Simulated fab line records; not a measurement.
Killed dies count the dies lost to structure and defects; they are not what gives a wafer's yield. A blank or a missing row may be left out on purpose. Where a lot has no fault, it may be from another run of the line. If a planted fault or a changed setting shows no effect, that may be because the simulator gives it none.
fab line records | flow n5-finfet
[record] lots = 4 wafers = 12 last-day = 17
route steps=1938 shown HKMG_FIN@401 BEOL_M4@1111 PASSIVATION@1936
lots that met no fault: from a run of the same line without faults
start-h: start of the lot's first displayed wafer, in hours after the record's first day | wait-h: hours elapsed since this lot's preceding step | " identical to the entry in the row above | L1.1+2: a row that stands for several wafers | - no value, or no start given | * or withheld: withheld | < > ~ a bound
route shown NAME@n: names a module that has steps shown in the file, with the first one's number in the route | usual: average and standard deviation across the fault-free wafers | same: alike in all rows | chamber/n: place in a boat | sites: readings site by site | _std_site: their standard deviation | _edge_site: the outer-site mean with the inner-site mean subtracted | radius-mm: how far each site lies from the wafer's centre | mask NAME#n: copy n | behind: the tool/chamber that last shaped the wafer | hold: reason for holding the lot/hours on hold/outcome of the hold | device: transistor that didn't switch, given as n, p or np | end of line: the route-end tests of the same wafers | a step without rows: its recipe alone | killed: count of dies lost to structure and defects at first sort (not the wafer's yield) | map: a wafer's dies, marking killed ones x, the rest . and places with no die _
set.NAME: the setting the step ran with; set.NAME@STEP: the setting that earlier step ran with | model.NAME: the simulator's own value behind a step, which no gauge read
lots at selected steps of the route; one table per step, one row per wafer
[[steps]]
[step N5_HKMG_FIN_DESCUM_53]
[recipe] chemistry = O2 time-s = 7.9 source-power-w = 50 bias-power-w = 20 pressure-mtorr = 20 rf-frequency-hz = 2.712e+07 temp-c = 40 resist = CAR-ArF o2-flow-sccm = 225
[step N5_HKMG_FIN_ETCH_54]
[recipe] chemistry = CF4 target = SiARC target-depth-a = 455 mask-material = CAR-ArF time-s = 75.8 ion-energy-ev = 80 pressure-mtorr = 40 source-w = 545 bias-w = 36 Ar_flow_sccm = 100 cf4-flow-sccm = 100 ends = cleared
[step N5_HKMG_FIN_ETCH_55]
[recipe] chemistry = N2/H2 target = SOC target-depth-a = 2400 temp-c = 40 time-s = 300 ion-energy-ev = 200 mask-material = SiARC pressure-mtorr = 30 source-w = 840 bias-w = 150 n2-flow-sccm = 200 h2-flow-sccm = 200
[step N5_HKMG_FIN_STRIP_56]
[recipe] chemistry = N2/H2 temp-c = 40 n2-flow-sccm = 200 h2-flow-sccm = 200 rf-frequency-hz = 6e+07
[step N5_HKMG_FIN_STRIP_57]
[recipe] chemistry = CF4 resist = SiARC power-w = 300 bias-power-w = 75 pressure-mtorr = 50 cf4-flow-sccm = 150 rf-frequency-hz = 6e+07
[step N5_HKMG_FIN_ETCH_58]
[recipe] chemistry = N2/H2 target = SOC target-depth-a = 2158 ion-energy-ev = 50 bias-w = 13 time-s = 741 pressure-mtorr = 30 source-w = 875 n2-flow-sccm = 200 h2-flow-sccm = 200
[step N5_HKMG_FIN_STRIP_93]
[recipe] chemistry = N2/H2 material = SOC time-s = 20 power-w = 500 temp-c = 40 pressure-mtorr = 50 rf-frequency-hz = 6e+07 bias-power-w = 8 h2-frac = 0.5 n2-flow-sccm = 300 h2-flow-sccm = 300
[step N5_HKMG_FIN_WET_ETCH_76]
[recipe] chemistry = dNH4OH mix = 1:50 temp-c = 25 target = Al2O3 stop-on = La2O3 target-depth-nm = 2.25 dry = ipa-marangoni rinse-time-s = 30 rinse-temp-c = 23
[step N5_HKMG_FIN_STRIP_60]
[recipe] chemistry = N2/H2 power-w = 2500 temp-c = 300 h2-frac = 0.65 time-s = 360 pressure-mtorr = withheld n2-flow-sccm = 1750 h2-flow-sccm = 3250
[step N5_HKMG_FIN_WET_ETCH_77]
[recipe] chemistry = dHCl mix = 1:10000 temp-c = 25 target = La2O3 stop-on = HfO2 target-depth-nm = 2
[step N5_HKMG_FIN_WET_ETCH_78]
[recipe] chemistry = dNH4OH mix = 1:50 temp-c = 25 target = Al2O3 stop-on = La2O3 target-depth-nm = 4.5 dry = ipa-marangoni rinse-time-s = 30 rinse-temp-c = 23
[usual] bath-heat-duty-pct = 6.4/0.75 rinse-temp-c = 23.00/0.11
// columns lot.wafer tool chamber start-h wait-h bath-heat-duty-pct rinse-temp-c model.Al2O3_of_HKMG_FIN_ALD_75.thk-nm
L610.1 wet-bench-05 6 132.77 0.0 6.9 22.87 0
L610.3 " 5 " " 6.0 23.20 0
L610.6 " 3 " " 6.9 23.04 0
L613.2 wet-bench-04 7 150.89 0.0 - - 1
L613.3 " 6 " " - - 1
L613.5 " 0 " " - - 1
L614.3 wet-bench-05 5 157.63 0.0 - - 1
L614.5 " 3 " " - - 1
L614.6 " 2 " " - - 1
L615.1 wet-bench-03 5 164.18 0.0 5.9 23.03 0
L615.4 " 2 " " 6.9 23.01 0
L615.6 " 4 " " 6.4 22.84 0
[step N5_HKMG_FIN_ALD_79]
[recipe] material = TiN target-thk-a = 15 temp-c = 400 ald-precursor-family = TiCl4 ald-co-reactant = NH3 pulse-time-s = 1 purge-time-s = 3 co-reactant-purge-time-s = 2 co-reactant-pulse-time-s = 2 ald-cycles = 68 pressure-torr = 3
[step N5_HKMG_FIN_CVD_62]
[recipe] material = a-Si target-thk-a = 30 temp-c = 500 precursor = Si2H6 pressure-torr = 1 time-s = 20.8
[step N5_HKMG_FIN_RTA_80]
[recipe] temp-c = withheld time-s = 2 ambient = N2 idle-temp-c = 600 ramp-up-c-per-s = 150 ramp-down-c-per-s = 60 cool-to-c = 600
[step N5_HKMG_FIN_PRECLEAN_64]
[recipe] chemistry = dHF time-s = 30 temp-c = 25 dilution = withheld
[step N5_HKMG_FIN_WET_ETCH_65]
[recipe] chemistry = TMAH temp-c = 70 conc-wt-pct = 5 target = a-Si stop-on = TiN time-s = 49 target-depth-nm = 3
[step N5_HKMG_FIN_WET_ETCH_81]
[recipe] chemistry = SC1 target = TiN stop-on = HfO2 mix = 1:1:5 temp-c = 60 time-s = 57 target-depth-nm = 6
[step N5_HKMG_FIN_WET_ETCH_82]
[recipe] chemistry = dHCl mix = 1:10000 temp-c = 25 target = La2O3 stop-on = HfO2 target-depth-nm = 2 dry = ipa-marangoni rinse-time-s = 30 rinse-temp-c = 23
[step N5_HKMG_FIN_ALD_36]
[recipe] material = TiN target-thk-a = 10 temp-c = 400 ald-precursor-family = TiCl4 ald-co-reactant = NH3 pulse-time-s = 1 purge-time-s = 3 co-reactant-purge-time-s = 2 co-reactant-pulse-time-s = 2 ald-cycles = 47 pressure-torr = 3
[step N5_HKMG_FIN_PWFM_ALD_03]
[recipe] material = TiN target-thk-a = 20 temp-c = 400 ald-precursor-family = TiCl4 ald-co-reactant = NH3 pulse-time-s = 1 purge-time-s = 3 co-reactant-purge-time-s = 2 co-reactant-pulse-time-s = 2 ald-cycles = 91 pressure-torr = 3
[step N5_HKMG_FIN_COAT_29]
[recipe] resist = SOC temp-c = 250 time-s = 60 spin-rpm = 1500 resist-thk-nm = 300
[step N5_HKMG_FIN_COAT_30]
[recipe] resist = SiARC temp-c = 220 time-s = 60 spin-rpm = 1500 resist-thk-nm = 35
[step N5_HKMG_FIN_COAT_06]
[recipe] resist = CAR-ArF spin-rpm = 1500 resist-thk-nm = 90
[step N5_HKMG_FIN_EBR_08]
[recipe] solvent = PGMEA ebr-width-mm = 1.5
[step N5_HKMG_FIN_SOFTBAKE_07]
[recipe] temp-c = 110 time-s = 60 resist = CAR-ArF
[step N5_HKMG_FIN_EXPOSE_09]
[recipe] mask-id = NWFM na = 1.35 source-shape = conventional sigma-outer = 0.8 polarization = unpolarized dose-mj = 39.25
[step N5_HKMG_FIN_PEB_10]
[recipe] peb-temp-c = withheld peb-time-s = 60 resist = CAR-ArF
[step N5_HKMG_FIN_DEVELOP_11]
[recipe] develop-time-s = 30 developer = TMAH resist = CAR-ArF dev-temp-c = 23 rinse-liquid = diw dry = air-spin
[step N5_HKMG_FIN_DESCUM_17]
[recipe] chemistry = O2 time-s = 7.9 source-power-w = 50 bias-power-w = 20 pressure-mtorr = 20 rf-frequency-hz = 2.712e+07 temp-c = 40 resist = CAR-ArF o2-flow-sccm = 225
[step N5_HKMG_FIN_ETCH_31]
[recipe] chemistry = CF4 target = SiARC target-depth-a = 455 mask-material = CAR-ArF time-s = 75.8 ion-energy-ev = 80 pressure-mtorr = 40 source-w = 545 bias-w = 36 Ar_flow_sccm = 100 cf4-flow-sccm = 100 ends = cleared
[step N5_HKMG_FIN_ETCH_32]
[recipe] chemistry = N2/H2 target = SOC target-depth-a = 2400 temp-c = 40 time-s = 300 ion-energy-ev = 200 mask-material = SiARC pressure-mtorr = 30 source-w = 840 bias-w = 150 n2-flow-sccm = 200 h2-flow-sccm = 200
[step N5_HKMG_FIN_STRIP_33]
[recipe] chemistry = N2/H2 temp-c = 40 n2-flow-sccm = 200 h2-flow-sccm = 200 rf-frequency-hz = 6e+07
[step N5_HKMG_FIN_STRIP_34]
[recipe] chemistry = CF4 resist = SiARC power-w = 300 bias-power-w = 75 pressure-mtorr = 50 cf4-flow-sccm = 150 rf-frequency-hz = 6e+07
[step N5_HKMG_FIN_ETCH_35]
[recipe] chemistry = N2/H2 target = SOC target-depth-a = 2158 ion-energy-ev = 65 bias-w = 5 source-w = 3000 time-s = 243.4 pressure-mtorr = 30 n2-flow-sccm = 200 h2-flow-sccm = 200
[step N5_HKMG_FIN_STRIP_92]
[recipe] chemistry = N2/H2 material = SOC time-s = 20 power-w = 500 temp-c = 40 pressure-mtorr = 50 rf-frequency-hz = 6e+07 bias-power-w = 8 h2-frac = 0.5 n2-flow-sccm = 300 h2-flow-sccm = 300
[step N5_HKMG_FIN_WET_ETCH_18]
[recipe] chemistry = SC1 target = TiN mix = 1:1:5 temp-c = * time-s = 55 target-depth-nm = 5.2 dry = ipa-marangoni rinse-time-s = 30 rinse-temp-c = 23
[step N5_BEOL_M4_RC_MEAS_101]
[usual] DIBL_N = 36.6/1.3 DIBL_P = 36.4/1.4 EOT_P = 10.47/0.097 IGATE_P = 0.0039/0.00054 IOFF_N = 0.167/0.023 IOFF_P = 0.219/0.029 IOFF_P_85C = 3.8/0.42 IOFF_P_LIN = 0.104/0.012 IOFF_P_LONG = 0.000108/9.9e-06 ION_N = 678/8.7 ION_P = 464/6.4 SS_N = 71.5/0.53 SS_P = 73.4/0.57 VT_N = 248.5/2.8 VT_N_LVT = 98.6/2.8 VT_P = -249/3.1 VT_P_LONG = -275/3.3 VT_P_LVT = -99.0/2.7
// columns lot.wafer tool chamber start-h wait-h DIBL_N[mV/V] DIBL_P[mV/V] EOT_P IGATE_P[nA/um] IOFF_N[nA/um] IOFF_P[nA/um] IOFF_P_85C[nA/um] IOFF_P_LIN[nA/um] IOFF_P_LONG[nA/um] ION_N[uA/um] ION_P[uA/um] SS_N[mV/dec] SS_P[mV/dec] VT_N[mV] VT_N_LVT[mV] VT_P[mV] VT_P_LONG[mV] VT_P_LVT[mV]
L610.1 prober-01 0 283.19 0.0 36.5 36.2 10.30 0.0040 0.178 0.202 3.5 0.098 0.000104 677 461 71.8 72.7 246.3 96.3 -249 -277 -100.8
L610.3 " 0 " " 35.3 35.3 10.43 0.0045 0.153 0.196 3.4 0.094 0.000106 667 459 71.9 73.3 248.6 99.4 -250 -274 -100.0
L610.6 " 0 " " 37.0 37.4 10.43 0.0039 0.185 0.225 3.9 0.106 0.000107 681 460 71.5 73.7 243.9 96.1 -249 -275 -98.7
L615.1 prober-02 0 296.68 0.0 37.5 37.2 10.38 0.0040 0.187 0.261 4.3 0.120 0.000123 679 465 72.4 73.6 246.6 97.5 -245 -272 -95.4
L615.4 " 0 " " 36.0 35.6 10.37 0.0039 0.158 0.239 4.0 0.113 0.000124 674 468 71.2 73.8 250.5 99.3 -246 -270 -96.1
L615.6 " 0 " " 38.3 37.8 10.32 0.0041 0.201 0.270 4.5 0.122 0.000121 672 463 71.8 74.3 247.1 96.6 -246 -271 -95.9
L613.2 prober-01 0 305.21 0.2 35.7 47.9 14.87 0.0000 0.159 4.228 44.4 1.956 0.000678 667 498 71.9 75.9 249.2 162.4 -179 -216 -91.2
L613.3 " 0 " " 36.3 49.8 14.78 0.0000 0.188 4.645 48.6 2.092 0.000667 673 502 72.4 76.3 247.2 158.1 -178 -215 -91.0
L613.5 " 0 " " 36.1 48.6 15.00 0.0000 0.176 4.488 46.9 2.021 0.00068 665 500 72.1 76.2 249.8 159.2 -178 -216 -91.9
L614.3 prober-01 0 308.82 0.3 37.4 48.3 14.84 0.0000 0.193 5.096 51.4 2.336 0.000801 675 508 71.2 75.5 246.4 162.1 -174 -210 -88.9
L614.5 " 0 " " 35.9 47.0 14.87 0.0000 0.157 4.613 47.3 2.182 0.000796 670 504 71.6 75.6 249.6 164.1 -176 -212 -90.6
L614.6 " 0 " " 35.7 46.6 14.71 0.0000 0.152 4.423 45.2 2.105 0.000807 677 506 71.9 75.9 249.6 165.1 -177 -213 -90.5
[step N5_PASSIVATION_PROBE_49]
[usual] defect-limited-yield = 91.6/1.6 killed_at_M0_to_M3 = 32/9.7 killed_at_M4_up = 13/4.4 killed-at-contacts = 12/6.5 killed-at-front-end = 38/12 killed-at-other = 3.7/3 killed-dies = 99/18 killed-open = 66/14 killed-short = 32/7.5 sort_bin_4_leakage = 0/0 sort_bin_5_function = 4.9/1 sort_bin_6_memory = 3.2/0.73 sort-n-pass = 1081/18 sort-yield-pct = 91.6/1.6
[same] gross-dies = 1180 killed-at-back-side = 0 sort_bin_8_speed[%] = 0
// columns lot.wafer tool chamber start-h wait-h defect-limited-yield[%] killed_at_M0_to_M3 killed_at_M4_up killed-at-contacts killed-at-front-end killed-at-other killed-dies killed-open killed-short sort_bin_4_leakage[%] sort_bin_5_function[%] sort_bin_6_memory[%] sort-n-pass sort-yield-pct[%]
L610.1 prober-02 - 393.31 0.0 92.7 35 18 9 24 0 86 46 40 0 4.4 2.5 1094 92.7
L610.3 prober-02 - 393.41 0.1 91.7 41 13 12 27 5 98 58 39 0 4.7 3.3 1082 91.7
L610.6 prober-02 - 393.56 0.3 90.1 40 13 15 44 5 117 78 39 0 6.8 2.7 1063 90.1
L615.1 prober-01 - 403.19 0.0 89.5 37 6 26 54 1 124 78 42 0 5.4 4.7 1056 89.5
L615.4 prober-01 - 403.34 0.2 91.4 38 11 12 37 4 102 72 30 0 5.1 3.5 1078 91.4
L615.6 prober-01 - 403.44 0.3 90.3 42 9 16 44 3 114 70 41 0 5.9 3.3 1066 90.3
L614.3 prober-01 - 409.09 0.1 91.9 29 13 9 42 2 95 66 26 91.95 4.8 3.2 0 0
L614.5 prober-01 - 409.19 0.2 90.9 40 12 13 40 2 107 69 38 90.93 5.6 3.2 0 0
L614.6 prober-01 - 409.24 0.3 91.1 46 10 4 36 9 105 67 38 91.10 5.8 2.6 0 0
L613.2 prober-01 - 418.75 0.1 93.8 18 12 8 30 5 73 43 30 93.81 3.6 2.2 0 0
L613.3 prober-01 - 418.80 0.1 90.8 35 15 9 48 2 109 68 41 90.76 5.5 3.5 0 0
L613.5 prober-01 - 418.90 0.2 91.7 22 6 9 58 3 98 56 42 91.69 5.1 3.0 0 0
// killed by level:class
L610.1 BEOL_M0_SAQP:geometric-particle:short=15 BEOL_M4:geometric-particle:open=9 MOL_CONTACT_COAG:geometric-particle:open=7 FIN_SAQP:geometric-particle:short=4 BEOL_M1:geometric-particle:open=4 BEOL_M1:geometric-particle:short=4 GATE_CUT:geometric-particle:short=3 GATE_CUT:geometric-particle:open=3
L610.3 BEOL_M0_SAQP:geometric-particle:short=10 MOL_CONTACT_COAG:geometric-particle:open=9 BEOL_M0_SAQP:geometric-particle:open=9 FIN_SAQP:geometric-particle:open=7 BEOL_M2:geometric-particle:open=7 BEOL_M4:geometric-particle:open=6 FIN_SAQP:geometric-particle:short=5 DUMMY_GATE:geometric-particle:open=4
L610.6 FIN_SAQP:geometric-particle:short=11 MOL_CONTACT_COAG:geometric-particle:open=11 BEOL_M0_SAQP:geometric-particle:short=8 BEOL_M4:geometric-particle:open=8 FIN_SAQP:geometric-particle:open=7 BEOL_M0_SAQP:geometric-particle:open=7 STI_FIN_REVEAL:geometric-particle:open=7 BEOL_M3:geometric-particle:open=7
L615.1 MOL_CONTACT_COAG:geometric-particle:open=23 FIN_SAQP:geometric-particle:open=20 BEOL_M1:geometric-particle:open=11 FIN_SAQP:geometric-particle:short=10 BEOL_M0_SAQP:geometric-particle:short=7 GATE_CUT:geometric-particle:short=6 ILD0:geometric-particle:short=5 BEOL_M0_SAQP:geometric-particle:open=4
L615.4 STI_FIN_REVEAL:geometric-particle:open=12 MOL_CONTACT_COAG:geometric-particle:open=9 BEOL_M2:geometric-particle:open=9 FIN_SAQP:geometric-particle:open=7 BEOL_M1:geometric-particle:open=7 BEOL_M0_SAQP:geometric-particle:short=6 BEOL_M0_SAQP:geometric-particle:open=6 STI_FIN_REVEAL:geometric-particle:short=4
L615.6 FIN_SAQP:geometric-particle:open=13 MOL_CONTACT_COAG:geometric-particle:open=12 BEOL_M3:geometric-particle:open=11 BEOL_M0_SAQP:geometric-particle:short=10 FIN_SAQP:geometric-particle:short=9 BEOL_M0_SAQP:geometric-particle:open=9 GATE_CUT:geometric-particle:short=4 MOL_CONTACT_COAG:geometric-particle:short=4
L614.3 FIN_SAQP:geometric-particle:open=9 FIN_SAQP:geometric-particle:short=9 STI_FIN_REVEAL:geometric-particle:open=9 MOL_CONTACT_COAG:geometric-particle:open=8 BEOL_M0_SAQP:geometric-particle:short=5 BEOL_M0:geometric-particle:open=5 DUMMY_GATE:geometric-particle:open=4 BEOL_M2:geometric-particle:open=4
L614.5 BEOL_M0_SAQP:geometric-particle:short=12 FIN_SAQP:geometric-particle:open=9 FIN_SAQP:geometric-particle:short=9 MOL_CONTACT_COAG:geometric-particle:open=9 STI_FIN_REVEAL:geometric-particle:open=7 BEOL_M2:geometric-particle:open=7 BEOL_M0_SAQP:geometric-particle:open=6 BEOL_M0:geometric-particle:open=5
L614.6 BEOL_M0_SAQP:geometric-particle:short=13 STI_FIN_REVEAL:geometric-particle:open=11 BEOL_M0_SAQP:geometric-particle:open=11 BEOL_M1:geometric-particle:open=10 FIN_SAQP:geometric-particle:short=6 FIN_SAQP:geometric-particle:open=4 DUMMY_GATE:geometric-particle:open=4 MOL_CONTACT_COAG:geometric-particle:open=4
L613.2 GATE_CUT:geometric-particle:short=7 FIN_SAQP:geometric-particle:short=6 FIN_SAQP:geometric-particle:open=6 MOL_CONTACT_COAG:geometric-particle:open=5 BEOL_M2:geometric-particle:open=5 STI_FIN_REVEAL:geometric-particle:open=4 BEOL_M3:geometric-particle:open=4 BEOL_M5:geometric-particle:open=4
L613.3 BEOL_M2:geometric-particle:open=14 GATE_CUT:geometric-particle:short=12 FIN_SAQP:geometric-particle:short=10 STI_FIN_REVEAL:geometric-particle:open=10 MOL_CONTACT_COAG:geometric-particle:open=8 BEOL_M0_SAQP:geometric-particle:open=8 BEOL_M3:geometric-particle:open=6 FIN_SAQP:geometric-particle:open=5
L613.5 FIN_SAQP:geometric-particle:short=10 STI_FIN_REVEAL:geometric-particle:open=10 FIN_SAQP:geometric-particle:open=8 GATE_CUT:geometric-particle:short=8 BEOL_M2:geometric-particle:open=7 MOL_CONTACT_COAG:geometric-particle:open=6 STI_FIN_REVEAL:geometric-particle:short=5 DUMMY_GATE:geometric-particle:open=4
// map L613.3 (x killed, . not)
_________________x...........________________
______________x.x........x..x..._____________
___________........................__________
__________..x.........x............._________
________...xx.xx.....................x_______
_______..............x.......x..x......______
______.......x.............x............_____
_____......x......x.xx...........x.x.....____
____..........x................x..........___
___.........x......................x......x__
___..x.....x.........x.xxx......x..........__
__.....x....x...x...........x...........x..._
__.x..........x............................._
_.............x.x...................x........
_..............x....x..x......x......x....x..
_............x....x................x....x....
_........x..x.....x.................x........
_.............................x.....x........
_...x......................................x.
_.........x................x...........x.....
_..x..x......................................
__.............x....x......................._
__.........x....x........x..........x.....x._
___........x.x...............x.x....xx....x__
___..............x.................x.......__
____x...........x..x....x...............x.___
_____......x...............xx............____
______....x............x..........x....._____
_______..x..x.....................x....______
________.x..............xx.x.........._______
__________................x.......x._________
___________.x.....x................__________
______________..........x...x..._____________
_________________........x...________________
// map L614.5 (x killed, . not)
_________________............________________
______________.x..x.........x..._____________
___________..x..............x......__________
__________.............x.....x..x..._________
________...x.xxx......................_______
_______..............x..........x......______
______........x........x..x.x.....x....._____
_____....x...............x...............____
____..............x.......................___
___.......x........x...............xx......__
___...x...................x..............x.__
__....xx.x..x..............................._
__....xx........x..................x..x....._
_.x.............x...........x................
_...x......x...........x......x........x.....
_.x........x..x............x..........x......
_.................................x..........
_........x................xx..............x..
_...x..........x.......................x..xx.
_..x.x.....x.......x..................x..x...
_................x.........x.................
__.x.....x...........x...........x.x.....x.._
__................x..x..x.....x...x...x....._
___.........x.....x......x.................__
___.............x..........................__
____.x.x..........x......x................___
_____........x................x.......x..____
______.x................................_____
_______.............x.....x..x.........______
________....................x..x.x...._______
__________.....xx..................._________
___________x....................x..__________
______________...x.x........x..._____________
_________________........x...________________
[[key]]
[first-sign] step = N5_HKMG_FIN_WET_ETCH_78 reading = tool-record direction = missing
[effect] step = N5_BEOL_M4_RC_MEAS_101 reading = IOFF_P_LIN direction = up sigmas = 99+ usual = 0.104 struck = 2.115
[effect] step = N5_BEOL_M4_RC_MEAS_101 reading = IOFF_P direction = up sigmas = 99+ usual = 0.219 struck = 4.582
[effect] step = N5_BEOL_M4_RC_MEAS_101 reading = IOFF_P_85C direction = up sigmas = 99+ usual = 3.8 struck = 47.3
[effect] step = N5_BEOL_M4_RC_MEAS_101 reading = IOFF_P_LONG direction = up sigmas = 63 usual = 0.000108 struck = 0.000738
[effect] step = N5_BEOL_M4_RC_MEAS_101 reading = EOT_P direction = up sigmas = 45 usual = 10.47 struck = 14.84
[effect] step = N5_BEOL_M4_RC_MEAS_101 reading = VT_P direction = up sigmas = 24 usual = -249 struck = -177
[effect] step = N5_BEOL_M4_RC_MEAS_101 reading = VT_N_LVT direction = up sigmas = 23 usual = 98.6 struck = 161.8
[effect] step = N5_BEOL_M4_RC_MEAS_101 reading = VT_P_LONG direction = up sigmas = 19 usual = -275 struck = -214
[effect] step = N5_BEOL_M4_RC_MEAS_101 reading = DIBL_P direction = up sigmas = 8.1 usual = 36.4 struck = 48.0
[effect] step = N5_BEOL_M4_RC_MEAS_101 reading = IGATE_P direction = down sigmas = 7.2 usual = 0.0039 struck = 0.0000
[effect] step = N5_BEOL_M4_RC_MEAS_101 reading = ION_P direction = up sigmas = 6.1 usual = 464 struck = 503
[effect] step = N5_BEOL_M4_RC_MEAS_101 reading = SS_P direction = up sigmas = 4.4 usual = 73.4 struck = 75.9
[effect] step = N5_PASSIVATION_PROBE_49 reading = sort_bin_4_leakage direction = up sigmas = 99+ usual = 0 struck = 91.71
[model-effect] step = N5_HKMG_FIN_WET_ETCH_78 value = Al2O3_of_HKMG_FIN_ALD_75.thk-nm without = 0 struck = 1
met-at N5_HKMG_FIN_WET_ETCH_78
struck-wafers L613.2,L613.3,L613.5,L614.3,L614.5,L614.6
onset-between 132.77 150.89
[fault] kind = skipped-step-whole tool = wet-bench-04,wet-bench-05 chamber = - onset-h = 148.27 steps = N5_HKMG_FIN_WET_ETCH_78 scope = struck-lots-only
